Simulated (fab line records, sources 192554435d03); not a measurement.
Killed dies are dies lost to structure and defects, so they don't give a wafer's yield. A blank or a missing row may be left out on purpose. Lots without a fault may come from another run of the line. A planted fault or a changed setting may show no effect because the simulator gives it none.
fab line records | flow n5_finfet
record lots=10 wafers=27 last_day=22
route steps=1938 shown BEOL_M0@749 BEOL_M1@764 BEOL_M4@1111 PASSIVATION@1936
lots that met no fault: from a run of the same line without faults
start_h: hours from the record's first day to the start of the lot's first wafer shown | wait_h: hours since the lot's step before | " the same as in the row above | L1.1+2: a row that stands for several wafers | - no value, or no start given | * or withheld: withheld | < > ~ a bound
route shown NAME@n: a module of which the file shows steps, and the number in the route of the first | usual: mean/standard deviation of fault-free wafers | same: alike in all rows | chamber/n: place in a boat | sites: the reading at each site | _std_site: their standard deviation | _edge_site: outer sites' mean less inner sites' | radius_mm: how far each site lies from the wafer's centre | mask NAME#n: copy n | behind: the tool/chamber that last shaped the wafer | hold: why the lot was held/for how many hours/how that ended | device: the transistor (n, p or np) that didn't switch | end of line: the same wafers' tests at the end of the route | a step without rows: its recipe alone | killed: dies lost to structure and defects at the first sort, not the wafer's yield | map: a wafer's dies, x killed, . not, _ none there
set.NAME: the setting as run; set.NAME@STEP: as run at that earlier step | model.NAME: the simulator's own value behind a step, which no gauge read
steps of the route over a sample of lots; a table a step, a row a wafer
services: from which hour (start_h, from the record's first day; less than 0 if before it) a tool's chamber was out of use, for how many hours, and why
## steps
# step N5_BEOL_M0_RS_MEAS_126
# recipe thk_meas_gauge=four-point-probe reads=Co_of_BEOL_M0_CO_CAP_123+Cu_of_BEOL_M0_ECD_118+Co_of_BEOL_M0_CVD_115+TaN_of_BEOL_M0_ALD_136
# usual M0_RS=0.529/0.016
# columns lot.wafer tool chamber start_h wait_h M0_RS[ohm/sq]
L969.2 film_metro-02 - 130.73 0.1 0.516
L969.4 " - " " 0.518
L969.5 " - " " 0.515
L971.1 film_metro-02 - 135.49 0.0 0.521
L971.4 " - " " 0.532
L971.6 " - " " 0.523
L972.4 film_metro-01 - 142.17 0.0 0.504
L972.5 " - " " 0.523
L972.6 " - " " 0.505
L973.1 film_metro-02 - 152.32 0.0 0.527
L973.3 " - " " 0.545
L973.4 " - " " 0.537
L980.3 film_metro-02 - 195.01 0.1 0.533
L980.5 " - " " 0.524
L983.2 film_metro-02 - 216.10 0.1 0.515
L983.3 " - " " 0.543
L985.2 film_metro-01 - 225.44 0.1 0.544
L985.3 " - " " 0.531
L988.1 film_metro-01 - 232.89 0.0 0.518
L988.5 " - " " 0.524
L988.6 " - " " 0.506
L987.1 film_metro-01 - 236.35 0.0 0.495
L987.4 " - " " 0.500
L987.5 " - " " 0.511
L990.3 film_metro-02 - 254.47 0.1 0.519
L990.4 " - " " 0.506
L990.6 " - " " 0.526
# step N5_BEOL_M1_CD_MEAS_11
# recipe target_cd_nm=17.05 landing_energy_ev=500 detector=se_inlens polarity=opening
# usual cd_nm=17.03/0.23
# columns lot.wafer tool chamber start_h wait_h cd_nm
L969.2 cd_sem-02 0 132.44 - 17.07
L969.4 " 0 " " 17.16
L969.5 " 0 " " 17.25
L971.1 cd_sem-03 0 136.66 - 17.41
L971.4 " 0 " " 16.70
L971.6 " 0 " " 16.97
L972.4 cd_sem-01 0 143.20 - 17.16
L972.5 " 0 " " 17.23
L972.6 " 0 " " 17.32
L973.1 cd_sem-02 0 155.28 - 16.59
L973.3 " 0 " " 16.98
L973.4 " 0 " " 17.00
L980.3 cd_sem-03 0 196.65 - 17.00
L980.5 " 0 " " 17.00
L983.2 cd_sem-03 0 216.92 - 17.08
L983.3 " 0 " " 17.04
L985.2 cd_sem-02 0 226.69 - 16.68
L985.3 " 0 " " 16.73
L988.1 cd_sem-01 0 233.69 - 17.28
L988.5 " 0 " " 16.89
L988.6 " 0 " " 17.38
L987.1 cd_sem-02 0 239.70 - 17.21
L987.4 " 0 " " 16.91
L987.5 " 0 " " 16.92
L990.3 cd_sem-02 0 256.24 - 17.12
L990.4 " 0 " " 17.36
L990.6 " 0 " " 16.89
# step N5_BEOL_M1_ETCH_74
# recipe chemistry=N2/H2 target=underlayer target_depth_a=65 mask_material=CAR-EUV time_s=5.2 ion_energy_ev=200 pressure_mtorr=30 source_w=840 bias_w=150 n2_flow_sccm=200 h2_flow_sccm=200 ends=cleared
# usual drypump_motor_current_A=5.9/0.36 etch_rf_on_time_s=5.20/0.077 oes_product_au=0.69/0.071 rf_vpp_V=523.4/2.6 showerhead_plenum_p_Torr=2.53/0.08 throttle_valve_pct=17.83/0.16
# columns lot.wafer tool chamber start_h wait_h drypump_motor_current_A etch_rf_on_time_s oes_product_au rf_hours_counter_h rf_vpp_V showerhead_plenum_p_Torr throttle_valve_pct
L969.2 rie_diel-06 0 132.60 0.0 6.5 5.21 0.67 129 529.4 2.66 17.86
L969.4 " 2 " " 5.5 5.23 0.69 - 523.7 2.57 17.68
L969.5 " 3 " " 5.8 5.24 0.59 - 520.8 2.41 17.75
L971.1 rie_diel-06 2 137.20 0.0 5.5 5.16 0.70 95 522.9 2.57 17.69
L971.4 " 2 " " 5.5 5.17 0.70 - 524.7 2.57 17.69
L971.6 " 3 " " 5.8 5.31 0.59 - 519.7 2.41 17.75
L972.4 rie_diel-01 3 143.41 0.0 6.1 5.07 0.79 15 526.6 2.61 17.65
L972.5 " 2 " " 5.7 5.20 0.71 - 526.8 2.58 18.05
L972.6 " 3 " " 6.1 5.06 0.80 - 522.6 2.61 17.67
L973.1 rie_diel-03 2 155.44 0.0 5.9 5.17 0.72 45 525.3 2.59 17.83
L973.3 " 3 " " 6.2 5.23 0.70 87 521.4 2.46 17.57
L973.4 " 0 " " 6.0 5.21 0.75 31 522.1 2.49 17.91
L980.3 rie_diel-06 3 196.85 0.0 5.8 6.29 0.53 236 520.8 2.40 17.75
L980.5 " 1 " " 6.3 6.19 0.73 - 522.2 2.50 17.83
L983.2 rie_diel-06 1 217.09 0.0 6.3 5.14 0.78 23 522.6 2.49 17.85
L983.3 " 0 " " 6.5 6.32 0.59 156 526.7 2.64 17.88
L985.2 rie_diel-06 0 226.85 0.0 6.5 5.26 0.63 160 527.9 2.64 17.92
L985.3 " 2 " " 5.5 6.23 0.62 120 525.9 2.56 17.72
L988.1 rie_diel-01 0 234.00 0.0 5.4 5.12 0.76 26 522.7 2.49 17.82
L988.5 " 3 " " 6.1 5.08 0.75 - 525.8 2.59 17.70
L988.6 " 2 " " 5.7 5.25 0.68 - 524.1 2.57 18.11
L987.1 rie_diel-03 1 239.86 0.0 5.2 5.23 0.58 240 525.0 2.61 17.76
L987.4 " 3 " " 6.2 5.15 0.68 113 522.3 2.45 17.58
L987.5 " 2 " " 5.9 5.12 0.70 - 524.7 2.58 17.85
L990.3 rie_diel-03 2 256.39 0.0 5.9 5.17 0.70 75 526.0 2.58 17.85
L990.4 " 1 " " 5.2 5.26 0.58 244 525.6 2.61 17.79
L990.6 " 2 " " 5.9 5.15 0.70 - 525.0 2.58 17.88
# step N5_BEOL_M1_ETCH_63
# recipe chemistry=CF4 target=SiARC target_depth_a=156 mask_material=CAR-EUV time_s=26 ion_energy_ev=80 pressure_mtorr=40 source_w=545 bias_w=36 Ar_flow_sccm=100 cf4_flow_sccm=100 ends=cleared
# usual drypump_motor_current_A=5.9/0.36 etch_rf_on_time_s=25.9/0.4 oes_product_au=0.69/0.071 rf_vpp_V=184.0/1.1 showerhead_plenum_p_Torr=2.13/0.064 throttle_valve_pct=15.57/0.13
# columns lot.wafer tool chamber start_h wait_h drypump_motor_current_A etch_rf_on_time_s oes_product_au rf_hours_counter_h rf_vpp_V showerhead_plenum_p_Torr throttle_valve_pct
L969.2 rie_diel-06 0 132.62 0.0 6.5 26.5 0.66 129 184.7 2.23 15.54
L969.4 " 2 " " 5.5 25.8 0.70 - 184.1 2.16 15.48
L969.5 " 3 " " 5.8 26.5 0.59 - 182.5 2.03 15.51
L971.1 rie_diel-06 2 137.22 0.0 5.5 25.5 0.71 95 184.9 2.16 15.49
L971.4 " 2 " " 5.5 25.6 0.70 - 184.5 2.16 15.51
L971.6 " 3 " " 5.8 26.1 0.60 - 183.4 2.03 15.51
L972.4 rie_diel-01 3 143.42 0.0 6.1 25.4 0.81 15 185.7 2.19 15.35
L972.5 " 2 " " 5.7 26.2 0.71 - 184.9 2.17 15.76
L972.6 " 3 " " 6.0 25.4 0.81 - 185.7 2.19 15.36
L973.1 rie_diel-03 2 155.46 0.0 5.9 25.5 0.73 45 184.6 2.18 15.52
L973.3 " 3 " " 6.2 25.8 0.70 87 183.4 2.08 15.41
L973.4 " 0 " " 6.0 25.8 0.76 31 183.2 2.10 15.64
L980.3 rie_diel-06 3 196.87 0.0 5.8 26.3 0.59 236 183.5 2.03 15.54
L980.5 " 1 " " 6.3 25.5 0.80 - 184.6 2.11 15.58
L983.2 rie_diel-06 1 217.10 0.0 6.2 25.7 0.79 23 182.9 2.11 15.60
L983.3 " 0 " " 6.5 26.6 0.64 156 184.4 2.22 15.60
L985.2 rie_diel-06 0 226.86 0.0 6.5 26.3 0.65 160 186.1 2.22 15.59
L985.3 " 2 " " 5.5 25.8 0.68 121 183.2 2.15 15.53
L988.1 rie_diel-01 0 234.02 0.0 5.4 25.7 0.76 26 183.8 2.10 15.55
L988.5 " 3 " " 6.1 25.6 0.76 - 185.2 2.18 15.43
L988.6 " 2 " " 5.7 26.1 0.68 - 185.0 2.17 15.82
L987.1 rie_diel-03 1 239.88 0.0 5.2 26.4 0.59 240 185.2 2.20 15.55
L987.4 " 3 " " 6.2 26.1 0.68 113 182.6 2.07 15.47
L987.5 " 2 " " 5.9 25.6 0.70 - 184.1 2.17 15.57
L990.3 rie_diel-03 2 256.41 0.0 5.9 25.9 0.70 75 185.1 2.17 15.58
L990.4 " 1 " " 5.2 26.5 0.58 244 183.7 2.19 15.57
L990.6 " 2 " " 5.9 25.7 0.70 - 185.5 2.17 15.58
# step N5_BEOL_M4_RC_MEAS_101
# usual DIBL_N=36.3/1.1 DIBL_P=36.3/1.4 IOFF_N=0.155/0.019 IOFF_P=0.211/0.027 ION_N=672/8.5 ION_P=462/5.8 SS_N=71.5/0.56 SS_P=73.3/0.52 VT_N=249.9/2.5 VT_P=-249.8/2.8
# columns lot.wafer tool chamber start_h wait_h DIBL_N[mV/V] DIBL_P[mV/V] IOFF_N[nA/um] IOFF_P[nA/um] ION_N[uA/um] ION_P[uA/um] SS_N[mV/dec] SS_P[mV/dec] VT_N[mV] VT_P[mV]
L969.2 prober-01 0 210.19 0.2 37.5 38.2 0.185 0.238 676 460 71.3 74.3 247.9 -248.6
L969.4 " 0 " " 37.8 39.5 0.200 0.248 675 459 73.1 74.2 245.3 -248.1
L969.5 " 0 " " 35.0 35.7 0.143 0.190 670 463 71.3 73.0 250.0 -251.1
L971.1 prober-01 0 219.84 0.0 35.0 36.1 0.126 0.198 669 459 70.9 72.1 255.9 -249.1
L971.4 " 0 " " 35.6 37.4 0.148 0.235 679 473 71.3 73.1 248.9 -247.1
L971.6 " 0 " " 36.1 37.8 0.149 0.227 668 458 71.5 72.3 251.6 -248.8
L972.4 prober-01 0 238.37 0.5 37.2 37.1 0.172 0.244 676 472 71.9 73.9 248.4 -244.4
L972.5 " 0 " " 36.5 36.6 0.161 0.243 672 467 71.8 73.0 247.0 -247.3
L972.6 " 0 " " 35.9 35.2 0.140 0.227 669 469 71.0 72.7 252.1 -248.4
L973.1 prober-01 0 250.22 0.0 36.3 36.4 0.166 0.199 684 462 71.2 73.6 248.7 -252.6
L973.3 " 0 " " 34.8 33.7 0.135 0.167 677 463 71.3 72.6 252.9 -251.8
L973.4 " 0 " " 36.3 35.6 0.171 0.199 691 465 71.8 73.6 248.2 -250.2
L980.3 prober-01 0 335.78 0.3 34.7 33.6 0.137 0.184 666 458 70.4 72.8 250.3 -251.3
L980.5 " 0 " " 36.8 35.7 0.175 0.211 667 453 71.2 73.8 248.7 -250.6
L985.2 prober-01 0 376.44 0.2 36.7 36.6 0.178 0.231 688 471 71.6 74.1 243.7 -246.9
L985.3 " 0 " " 35.7 35.8 0.158 0.221 690 471 71.9 73.8 247.6 -246.9
L988.1 prober-02 0 390.06 0.0 36.5 36.4 0.150 0.210 676 466 71.5 72.9 250.0 -250.0
L988.5 " 0 " " 40.0 40.9 0.228 0.301 699 479 72.5 74.0 242.9 -244.8
L988.6 " 0 " " 37.1 37.2 0.171 0.236 677 471 71.1 73.1 246.3 -247.0
L987.1 prober-02 0 391.34 0.0 36.7 36.8 0.160 0.218 677 467 71.3 73.0 248.6 -247.3
L987.4 " 0 " " 37.0 37.5 0.168 0.219 684 468 70.9 72.6 249.9 -248.5
L987.5 " 0 " " 35.8 35.6 0.143 0.199 665 463 71.3 73.0 249.8 -250.6
L983.2 prober-01 0 391.47 0.2 34.9 36.0 0.146 0.203 679 467 71.2 73.0 247.6 -249.4
L983.3 " 0 " " 35.3 36.3 0.161 0.217 665 463 71.5 72.8 248.6 -246.2
L990.3 prober-01 0 401.12 0.3 35.6 35.2 0.158 0.210 682 464 72.1 73.3 248.2 -248.4
L990.4 " 0 " " 36.3 34.7 0.159 0.200 666 459 72.0 73.4 249.2 -250.9
L990.6 " 0 " " 36.0 35.2 0.158 0.205 675 458 71.3 73.0 249.8 -249.2
# step N5_PASSIVATION_PROBE_49
# usual defect_limited_yield=91.4/1.2 killed_at_M0_to_M3=34/10 killed_at_M4_up=14/5.1 killed_at_contacts=12/6.4 killed_at_front_end=38/9.3 killed_at_other=4/3 killed_dies=102/15 killed_open=67/12 killed_short=33/6.9 sort_bin_5_function=5.0/0.86 sort_bin_6_memory=3.2/0.58 sort_n_pass=1078/15 sort_yield_pct=91.4/1.2
# same gross_dies=1180 killed_at_back_side=0 sort_bin_4_leakage[%]=0 sort_bin_8_speed[%]=0
# columns lot.wafer tool chamber start_h wait_h defect_limited_yield[%] killed_at_M0_to_M3 killed_at_M4_up killed_at_contacts killed_at_front_end killed_at_other killed_dies killed_open killed_short sort_bin_5_function[%] sort_bin_6_memory[%] sort_n_pass sort_yield_pct[%]
L973.1 prober-02 - 349.05 0.0 90.7 48 16 14 28 4 110 72 34 5.4 3.3 1070 90.7
L973.4 prober-02 - 349.20 0.2 92.5 33 12 7 36 1 89 59 30 4.5 2.9 1091 92.5
L983.2 prober-01 - 505.29 0.1 91.6 40 18 3 33 5 99 69 29 5.1 3.0 1081 91.6
L983.3 prober-01 - 505.34 0.1 90.9 42 23 4 37 1 107 70 37 6.4 2.5 1073 90.9
L987.1 prober-01 - 522.26 0.0 91.2 42 11 21 29 1 104 68 35 5.2 3.4 1076 91.2
L987.4 prober-01 - 522.41 0.2 91.7 34 11 13 37 3 98 59 36 4.2 3.6 1082 91.7
L987.5 prober-01 - 522.46 0.2 91.0 37 8 33 28 0 106 76 29 4.8 3.7 1074 91.0
# killed by level:class
L973.1 BEOL_M2:geometric_particle:open=20 MOL_CONTACT_COAG:geometric_particle:open=13 BEOL_M4:geometric_particle:open=10 FIN_SAQP:geometric_particle:short=9 BEOL_M0_SAQP:geometric_particle:short=8 BEOL_M3:geometric_particle:open=6 BEOL_M2:geometric_particle:short=5 DUMMY_GATE:geometric_particle:open=4
L973.4 DUMMY_GATE:geometric_particle:open=8 FIN_SAQP:geometric_particle:short=7 BEOL_M2:geometric_particle:open=7 ILD0:geometric_particle:short=6 BEOL_M3:geometric_particle:open=6 BEOL_M0_SAQP:geometric_particle:open=6 STI_FIN_REVEAL:geometric_particle:open=5 MOL_CONTACT_COAG:geometric_particle:open=5
L983.2 BEOL_M2:geometric_particle:open=9 BEOL_M0_SAQP:geometric_particle:open=8 BEOL_M0_SAQP:geometric_particle:short=8 STI_FIN_REVEAL:geometric_particle:open=7 DUMMY_GATE:geometric_particle:open=7 BEOL_M4:geometric_particle:open=7 BEOL_M1:geometric_particle:open=4 BEOL_M3:geometric_particle:open=4
L983.3 BEOL_M4:geometric_particle:open=11 BEOL_M0_SAQP:geometric_particle:short=10 BEOL_M0_SAQP:geometric_particle:open=9 BEOL_M2:geometric_particle:open=9 DUMMY_GATE:geometric_particle:open=8 STI_FIN_REVEAL:geometric_particle:open=7 STARTING-WAFER:geometric_particle:short=6 BEOL_M1:geometric_particle:open=5
L987.1 MOL_CONTACT_COAG:geometric_particle:open=17 BEOL_M0_SAQP:geometric_particle:open=10 STI_FIN_REVEAL:geometric_particle:open=10 BEOL_M0_SAQP:geometric_particle:short=10 BEOL_M3:geometric_particle:open=7 GATE_CUT:geometric_particle:short=5 FIN_SAQP:geometric_particle:open=4 BEOL_M5:geometric_particle:open=4
L987.4 BEOL_M2:geometric_particle:open=10 MOL_CONTACT_COAG:geometric_particle:open=9 FIN_SAQP:geometric_particle:open=6 GATE_CUT:geometric_particle:open=6 FIN_SAQP:geometric_particle:short=5 BEOL_M0_SAQP:geometric_particle:short=5 STARTING-WAFER:geometric_particle:short=5 GATE_CUT:geometric_particle:short=4
L987.5 MOL_CONTACT_COAG:geometric_particle:open=27 BEOL_M2:geometric_particle:open=14 FIN_SAQP:geometric_particle:short=7 MOL_CONTACT_COAG:geometric_particle:short=6 BEOL_M0_SAQP:geometric_particle:short=6 BEOL_M0:geometric_particle:open=5 BEOL_M3:geometric_particle:open=5 FIN_SAQP:geometric_particle:open=4
## services
# columns tool chamber start_h hours kind
rie_diel-06 1 123.02 - clean
rie_diel-06 1 123.02 - consumable_replace:focus_ring
rie_diel-06 1 123.02 17.3 scheduled_down
rie_diel-06 1 123.02 17.3 vent_cycle
rie_diel-03 0 125.34 6.0 repair
rie_diel-01 0 128.42 - clean
rie_diel-01 0 128.42 - consumable_replace:focus_ring
rie_diel-01 0 128.42 12.2 scheduled_down
rie_diel-01 0 128.42 12.2 vent_cycle
rie_diel-01 2 154.65 6.9 repair
rie_diel-01 0 189.86 5.1 repair
rie_diel-01 2 208.89 1.8 repair
rie_diel-01 - 225.35 2.8 pm
rie_diel-01 1 228.66 - clean
rie_diel-01 1 228.66 - consumable_replace:focus_ring
rie_diel-01 1 228.66 - consumable_replace:showerhead
rie_diel-01 1 228.66 18.6 scheduled_down
rie_diel-01 1 228.66 18.6 vent_cycle
rie_diel-01 2 254.21 11.8 repair
## key
first_sign step=N5_BEOL_M1_ETCH_74 reading=etch_rf_on_time_s direction=up sigmas=14 usual=* struck=*
effect none on later readings
met_at N5_BEOL_M1_ETCH_74
struck_lots L980,L983,L985
struck_wafers L980.3,L980.5,L983.3,L985.3
not_acting_at N5_BEOL_M0_RS_MEAS_126,N5_BEOL_M1_CD_MEAS_11,N5_BEOL_M1_ETCH_63
onset_between 137.20 196.85
fault kind=process_parameter_drift tool=rie_diel-06 chamber=- onset_h=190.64 steps=N5_BEOL_M1_ETCH_74 channel=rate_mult offset=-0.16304 shape=step end_h=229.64 scope=struck_wafers_only
